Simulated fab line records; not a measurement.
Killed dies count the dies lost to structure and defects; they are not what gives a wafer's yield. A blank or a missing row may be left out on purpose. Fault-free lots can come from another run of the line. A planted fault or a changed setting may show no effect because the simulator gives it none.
Split-lot study / flow n5 finfet / 39 wafers read across 7 lots, on a route 1938 steps long

## ON THE SPLIT
At N5_FIN_SAQP_ETCH_52 (etches SOC in N2/H2, target depth 100 nm, overetch 20 nm, time 150 s), the setting source w was moved away from the recipe's 840 W on 15 of the 39 wafers read, by -10.7% to +18.6%. For the rest of the wafers, this setting stayed at what the recipe calls for.

Reading taken at the split's own step.

## THE READING
rf vpp V, in V, at N5_FIN_SAQP_ETCH_52 (etches SOC in N2/H2, target depth 100 nm, overetch 20 nm, time 150 s). On this fab line, fault-free wafers typically give 523.9 V with a standard deviation of 2.7 V.

wafer=L074.1; tool, chamber at the split=rie diel-03, 1; source w as run, W=900; against the recipe=+7.1%; rf vpp V, V=512.1; against lot-mates on the recipe=-11.2
wafer=L074.2; tool, chamber at the split=rie diel-03, 2; source w as run, W=840; against the recipe=recipe; rf vpp V, V=523.8; against lot-mates on the recipe=-
wafer=L074.3; tool, chamber at the split=rie diel-03, 3; source w as run, W=900; against the recipe=+7.1%; rf vpp V, V=512.0; against lot-mates on the recipe=-11.3
wafer=L074.4; tool, chamber at the split=rie diel-03, 0; source w as run, W=840; against the recipe=recipe; rf vpp V, V=523.2; against lot-mates on the recipe=-
wafer=L074.5; tool, chamber at the split=rie diel-03, 1; source w as run, W=900; against the recipe=+7.1%; rf vpp V, V=511.8; against lot-mates on the recipe=-11.5
wafer=L074.6; tool, chamber at the split=rie diel-03, 0; source w as run, W=840; against the recipe=recipe; rf vpp V, V=523.0; against lot-mates on the recipe=-
wafer=L075.1; tool, chamber at the split=rie diel-05, 2; source w as run, W=980.8; against the recipe=+16.8%; rf vpp V, V=496.6; against lot-mates on the recipe=-29.4
wafer=L075.2; tool, chamber at the split=rie diel-05, 0; source w as run, W=840; against the recipe=recipe; rf vpp V, V=526.2; against lot-mates on the recipe=-
wafer=L075.3; tool, chamber at the split=rie diel-05, 3; source w as run, W=980.8; against the recipe=+16.8%; rf vpp V, V=499.9; against lot-mates on the recipe=-26.1
wafer=L075.4; tool, chamber at the split=rie diel-05, 1; source w as run, W=980.8; against the recipe=+16.8%; rf vpp V, V=500.2; against lot-mates on the recipe=-25.8
wafer=L075.5; tool, chamber at the split=rie diel-05, 3; source w as run, W=840; against the recipe=recipe; rf vpp V, V=525.3; against lot-mates on the recipe=-
wafer=L075.6; tool, chamber at the split=rie diel-05, 0; source w as run, W=840; against the recipe=recipe; rf vpp V, V=526.4; against lot-mates on the recipe=-
wafer=L083.1; tool, chamber at the split=rie diel-02, 1; source w as run, W=840; against the recipe=recipe; rf vpp V, V=525.9; against lot-mates on the recipe=-
wafer=L083.2; tool, chamber at the split=rie diel-02, 0; source w as run, W=840; against the recipe=recipe; rf vpp V, V=520.2; against lot-mates on the recipe=-
wafer=L083.3; tool, chamber at the split=rie diel-02, 2; source w as run, W=840; against the recipe=recipe; rf vpp V, V=523.9; against lot-mates on the recipe=-
wafer=L083.4; tool, chamber at the split=rie diel-02, 3; source w as run, W=840; against the recipe=recipe; rf vpp V, V=523.3; against lot-mates on the recipe=-
wafer=L083.5; tool, chamber at the split=rie diel-02, 1; source w as run, W=840; against the recipe=recipe; rf vpp V, V=527.4; against lot-mates on the recipe=-
wafer=L083.6; tool, chamber at the split=rie diel-02, 0; source w as run, W=840; against the recipe=recipe; rf vpp V, V=518.1; against lot-mates on the recipe=-
wafer=L084.1; tool, chamber at the split=rie diel-03, 1; source w as run, W=749.7; against the recipe=-10.7%; rf vpp V, V=545.4; against lot-mates on the recipe=+21.8
wafer=L084.2; tool, chamber at the split=rie diel-03, 2; source w as run, W=749.7; against the recipe=-10.7%; rf vpp V, V=543.6; against lot-mates on the recipe=+20.0
wafer=L084.3; tool, chamber at the split=rie diel-03, 3; source w as run, W=840; against the recipe=recipe; rf vpp V, V=523.6; against lot-mates on the recipe=-
wafer=L084.4; tool, chamber at the split=rie diel-03, 0; source w as run, W=749.7; against the recipe=-10.7%; rf vpp V, V=541.1; against lot-mates on the recipe=+17.5
wafer=L084.5; tool, chamber at the split=rie diel-03, 1; source w as run, W=840; against the recipe=recipe; rf vpp V, V=524.6; against lot-mates on the recipe=-
wafer=L084.6; tool, chamber at the split=rie diel-03, 2; source w as run, W=840; against the recipe=recipe; rf vpp V, V=522.7; against lot-mates on the recipe=-
wafer=L087.1; tool, chamber at the split=rie diel-02, 3; source w as run, W=883.2; against the recipe=+5.1%; rf vpp V, V=514.4; against lot-mates on the recipe=-9.5
wafer=L087.2; tool, chamber at the split=rie diel-02, 2; source w as run, W=883.2; against the recipe=+5.1%; rf vpp V, V=515.7; against lot-mates on the recipe=-8.2
wafer=L087.3; tool, chamber at the split=rie diel-02, 0; source w as run, W=840; against the recipe=recipe; rf vpp V, V=517.3; against lot-mates on the recipe=-
wafer=L087.4; tool, chamber at the split=rie diel-02, 1; source w as run, W=840; against the recipe=recipe; rf vpp V, V=527.0; against lot-mates on the recipe=-
wafer=L087.5; tool, chamber at the split=rie diel-02, 1; source w as run, W=840; against the recipe=recipe; rf vpp V, V=527.5; against lot-mates on the recipe=-
wafer=L087.6; tool, chamber at the split=rie diel-02, 2; source w as run, W=883.2; against the recipe=+5.1%; rf vpp V, V=514.0; against lot-mates on the recipe=-9.9
wafer=L089.1; tool, chamber at the split=rie diel-05, 3; source w as run, W=996.2; against the recipe=+18.6%; rf vpp V, V=499.2; against lot-mates on the recipe=-26.7
wafer=L089.2; tool, chamber at the split=rie diel-05, 1; source w as run, W=840; against the recipe=recipe; rf vpp V, V=525.6; against lot-mates on the recipe=-
wafer=L089.3; tool, chamber at the split=rie diel-05, 0; source w as run, W=840; against the recipe=recipe; rf vpp V, V=526.8; against lot-mates on the recipe=-
wafer=L089.4; tool, chamber at the split=rie diel-05, 3; source w as run, W=996.2; against the recipe=+18.6%; rf vpp V, V=498.7; against lot-mates on the recipe=-27.2
wafer=L089.5; tool, chamber at the split=rie diel-05, 1; source w as run, W=996.2; against the recipe=+18.6%; rf vpp V, V=496.5; against lot-mates on the recipe=-29.4
wafer=L089.6; tool, chamber at the split=rie diel-05, 0; source w as run, W=840; against the recipe=recipe; rf vpp V, V=525.2; against lot-mates on the recipe=-
wafer=L093.1; tool, chamber at the split=rie diel-05, 1; source w as run, W=840; against the recipe=recipe; rf vpp V, V=526.8; against lot-mates on the recipe=-
wafer=L093.4; tool, chamber at the split=rie diel-05, 2; source w as run, W=840; against the recipe=recipe; rf vpp V, V=521.7; against lot-mates on the recipe=-
wafer=L093.5; tool, chamber at the split=rie diel-05, 2; source w as run, W=840; against the recipe=recipe; rf vpp V, V=522.1; against lot-mates on the recipe=-

THE FIT
A straight line over all 39 wafers: rf vpp V changes by -1.53 V for each +1% of source w; r = -0.98; the points scatter about the line by 2.6 V.
The same after taking each lot's own level away (the mean of its wafers on the recipe; 39 wafers): -1.61 V for each +1%; r = -0.98; scatter 2.3 V.
Per that fit: largest source w move, reading shift of 30 V.
Measured against the standard deviation above, the lots' own levels, which go from 523.13 to 525.97 V, span 1.0 times it.
The two slopes agree, so the slope changes little with the lot-to-lot level.
Check: for one of the wafers moved furthest among these (+18.6%), held out of the fit, the line's prediction against its lot-mates is -30.2 V. It came out at -26.7 V against them.
Tool readings at the split's step, against how far the setting was moved: rf vpp V r = -0.98.

## THE WHOLE CHAIN: every reading that the file lists as answering this split, in the file's order
step=N5_FIN_SAQP_ETCH_52; what it does=etches SOC in N2/H2, target depth 100 nm, overetch 20 nm, time 150 s; reading=rf vpp V; change (the file's fit)=-1.6 V for each +1% of the setting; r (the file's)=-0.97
step=N5_FIN_SAQP_ETCH_52; what it does=etches SOC in N2/H2, target depth 100 nm, overetch 20 nm, time 150 s; reading=SiARC_of_FIN_SAQP_COAT_50.thk nm (the simulator's own value, which no gauge read); change (the file's fit)=-0.0367 nm for each +1% of the setting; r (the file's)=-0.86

## FILE'S OWN FIT
rf vpp V changes by -1.6 V for each +1% of source w, r = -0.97.
